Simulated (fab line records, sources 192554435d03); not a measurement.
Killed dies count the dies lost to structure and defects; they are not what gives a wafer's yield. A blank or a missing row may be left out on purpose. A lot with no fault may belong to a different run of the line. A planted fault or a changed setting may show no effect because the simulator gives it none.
One fault seen from 3 desks || flow n5Finfet || only its own numbers are on each desk; what lay behind them is given at the end

TOOL OWNER'S DESK, pecvd-03
The tool's own readings at N5_PASSIVATION_PECVD_53 (deposits SiO2 from TEOS/O2, target thk 800 nm, time 169.4 s): means of the sampled wafers that have a number, for each lot that ran on this tool. If a lot's mean is further than 4 standard deviations from the usual mean, the lot is out of limits and carries the mark OUT (the distance appears in the brackets).
Columns: A = runLengthS at N5_PASSIVATION_PECVD_53, usual 197.6 s
{"lot": "L543", "first seen here": "day 14 10:40", "A": 197.6}
{"lot": "L546", "first seen here": "day 14 10:59", "A": 197.4}
{"lot": "L551", "first seen here": "day 15 17:58", "A": "200.7 (+5.3) OUT"}
{"lot": "L555", "first seen here": "day 17 06:20", "A": "204.4 (+12) OUT"}
This desk's finding: out of limits on L551, L555; first on L551, day 15 17:58 (runLengthS at N5_PASSIVATION_PECVD_53). In limits: L543, L546.

AT THE METROLOGY DESK
Lot by lot, what the gauges showed, no matter which tool ran the lot: averages of those sampled wafers that carry a number. If a lot's mean is further than 4 standard deviations from the usual mean, the lot is out of limits and carries the mark OUT (the distance appears in the brackets). Only the readings that lie furthest out on some lot appear, 7 of the 10 it has.
Columns: A = DIBL_P at N5_BEOL_M4_RC_MEAS_101, usual 35.8 mV/V; B = IOFF_N at N5_BEOL_M4_RC_MEAS_101, usual 0.157 nA/um; C = IOFF_P at N5_BEOL_M4_RC_MEAS_101, usual 0.21 nA/um; D = ION_N at N5_BEOL_M4_RC_MEAS_101, usual 677 uA/um; E = ION_P at N5_BEOL_M4_RC_MEAS_101, usual 465 uA/um; F = SS_P at N5_BEOL_M4_RC_MEAS_101, usual 73.2 mV/dec; G = VT_P at N5_BEOL_M4_RC_MEAS_101, usual -250 mV
{"lot": "L543", "first seen here": "day 9 13:23", "A": 36.3, "B": 0.179, "C": 0.22, "D": 683, "E": 465, "F": 73.8, "G": -249}
{"lot": "L546", "first seen here": "day 10 01:29", "A": 32.6, "B": 0.125, "C": 0.17, "D": 677, "E": 465, "F": 72.7, "G": -253}
{"lot": "L547", "first seen here": "day 10 13:10", "A": 35.0, "B": 0.166, "C": 0.23, "D": 680, "E": 467, "F": 73.2, "G": -247}
{"lot": "L551", "first seen here": "day 11 04:52", "A": 36.0, "B": 0.170, "C": 0.26, "D": 680, "E": 477, "F": 73.1, "G": -244}
{"lot": "L555", "first seen here": "day 12 11:02", "A": 38.8, "B": 0.192, "C": 0.26, "D": 701, "E": 479, "F": 74.1, "G": -249}
{"lot": "L557", "first seen here": "day 13 03:49", "A": 34.6, "B": 0.155, "C": 0.19, "D": 681, "E": 463, "F": 73.4, "G": -251}
{"lot": "L561", "first seen here": "day 14 01:10", "A": 34.7, "B": 0.143, "C": 0.19, "D": 673, "E": 460, "F": 73.2, "G": -252}
{"lot": "L562", "first seen here": "day 14 03:41", "A": 35.0, "B": 0.139, "C": 0.21, "D": 678, "E": 473, "F": 72.7, "G": -250}
{"lot": "L564", "first seen here": "day 14 09:38", "A": 36.7, "B": 0.148, "C": 0.20, "D": 675, "E": 466, "F": 73.2, "G": -253}
This desk found nothing out of limits on any of the 9 lots.

THE DEFECT DESK
Per lot, the means of the sampled wafers with a number show what the inspections along the route counted. If a lot's mean is further than 4 standard deviations from the usual mean, the lot is out of limits and carries the mark OUT (the distance appears in the brackets).
Columns: A = rawDefectCount at N5_PASSIVATION_INSPECT_67, usual 2.1
{"lot": "L543", "first seen here": "day 14 11:24", "A": 2.0}
{"lot": "L546", "first seen here": "day 14 11:42", "A": 1.3}
{"lot": "L547", "first seen here": "day 14 21:20", "A": 2.0}
{"lot": "L551", "first seen here": "day 15 18:41", "A": 2.7}
{"lot": "L555", "first seen here": "day 17 06:56", "A": 2.7}
{"lot": "L557", "first seen here": "day 17 19:46", "A": 1.7}
{"lot": "L561", "first seen here": "day 18 13:04", "A": 3.0}
{"lot": "L564", "first seen here": "day 18 19:10", "A": 3.0}
{"lot": "L562", "first seen here": "day 19 09:08", "A": 1.0}
This desk found nothing out of limits on any of the 9 lots.

TAKEN TOGETHER
An alarm could have come from the tool owner's desk at day 15 17:58, on L551, L555.
From the metrology desk's view, nothing was out of limits.
Nothing out of limits was seen by the defect desk.
The metrology desk has L551, L555 on record, within its limits.
The defect desk has L551, L555 on record, within its limits.
The lots listed all ran N5_PASSIVATION_PECVD_53 on pecvd-03.

WHAT THE SIMULATOR PUT IN
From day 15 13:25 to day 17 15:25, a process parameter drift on pecvd-03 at N5_PASSIVATION_PECVD_53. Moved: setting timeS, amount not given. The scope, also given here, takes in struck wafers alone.
Struck lots among those shown: L551, L555.
How many hours passed from the start of the fault until each desk's first out-of-limits reading: the tool owner's desk, 5.
